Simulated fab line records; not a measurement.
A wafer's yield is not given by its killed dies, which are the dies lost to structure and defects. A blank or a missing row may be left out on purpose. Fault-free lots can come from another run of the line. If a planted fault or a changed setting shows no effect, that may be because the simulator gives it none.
A single fault, viewed from 3 desks | flow n5Finfet | only its own numbers are on each desk; what lay behind them is given at the end

## FROM THE METROLOGY DESK
Means of the sampled wafers that have a number, per lot and without regard to the tool the lot ran on: this is what the gauges read. A lot is out of limits, marked OUT, if its mean lies more than 4 standard deviations from the usual mean; the brackets give that distance.
Columns: A = M15_OVL at N5_BEOL_M15_OVL_MEAS_29, usual 1 nm
lot  | first seen here | A
L470 | day 11 13:52    | 6
L469 | day 11 16:00    | 4
L472 | day 12 05:29    | -5
L473 | day 12 06:11    | 4
L475 | day 13 06:38    | -3
L478 | day 14 04:17    | 5
L485 | day 16 03:56    | 2
L483 | day 16 05:01    | -2
L489 | day 17 02:32    | 7
L490 | day 18 00:46    | 2
L491 | day 18 03:16    | 1
This desk found nothing out of limits on any of the 11 lots.

## THE DEFECT DESK
Lot by lot, what the route's inspections counted, given as the mean of those sampled wafers with a number. A lot is out of limits, marked OUT, if its mean lies more than 4 standard deviations from the usual mean; the brackets give that distance.
Columns: A = rawDefectCount at N5_BEOL_M15_INSPECT_55, usual 70
lot  | first seen here | A
L470 | day 11 18:00    | 47
L469 | day 11 20:34    | 86
L472 | day 12 08:34    | 55
L473 | day 12 08:44    | 72
L475 | day 13 10:36    | 55
L478 | day 14 07:34    | 67
L485 | day 16 08:23    | 58
L483 | day 16 10:38    | 85
L489 | day 17 09:58    | 64
L490 | day 18 10:28    | 66
L491 | day 18 10:47    | 44
This desk found nothing out of limits on any of the 11 lots.

## AT THE TOOL OWNER'S DESK: pvdSputter-03
The tool's own readings at N5_BEOL_M15_SPUTTER_43 (material TaN, target thk 15 nm, time 24.19 s): means of the sampled wafers that have a number, for each lot that ran on this tool. A lot is out of limits, marked OUT, if its mean lies more than 4 standard deviations from the usual mean; the brackets give that distance.
Columns: A = cathodeDcPowerW at N5_BEOL_M15_SPUTTER_43, usual 15000 W; B = throttleValvePct at N5_BEOL_M15_SPUTTER_43, usual 30.2 %
lot  | first seen here | A                       | B
L470 | day 11 16:43    | 15000                   | 30.2
L475 | day 13 09:20    | 15001                   | 30.3
L478 | day 14 06:16    | 14999                   | 30.1
L485 | day 16 06:58    | 19259 (+99 or more) OUT | 30.2
L483 | day 16 09:16    | 19259 (+99 or more) OUT | 30.0
This desk finds L483, L485 out of limits, L485 being first, at day 16 06:58 (cathodeDcPowerW at N5_BEOL_M15_SPUTTER_43). L470, L475, L478 stayed within limits.

## PUT TOGETHER
At day 16 06:58, on L483, L485, the tool owner's desk was in a position to raise an alarm.
Metrology desk: nothing out of limits seen.
The defect desk saw nothing out of limits.
The metrology desk has L483, L485 on record, within its limits.
The defect desk has L483, L485 on record, within its limits.
Of the lots named, all ran N5_BEOL_M15_SPUTTER_43 on pvdSputter-03.

## WHAT THE SIMULATOR HAD INSERTED
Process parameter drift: pvdSputter-03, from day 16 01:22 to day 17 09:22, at N5_BEOL_M15_SPUTTER_43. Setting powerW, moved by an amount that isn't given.
Struck lots among those shown: L483, L485.
Delay in hours, fault start to first out-of-limits reading, by desk: the tool owner's desk at 6.
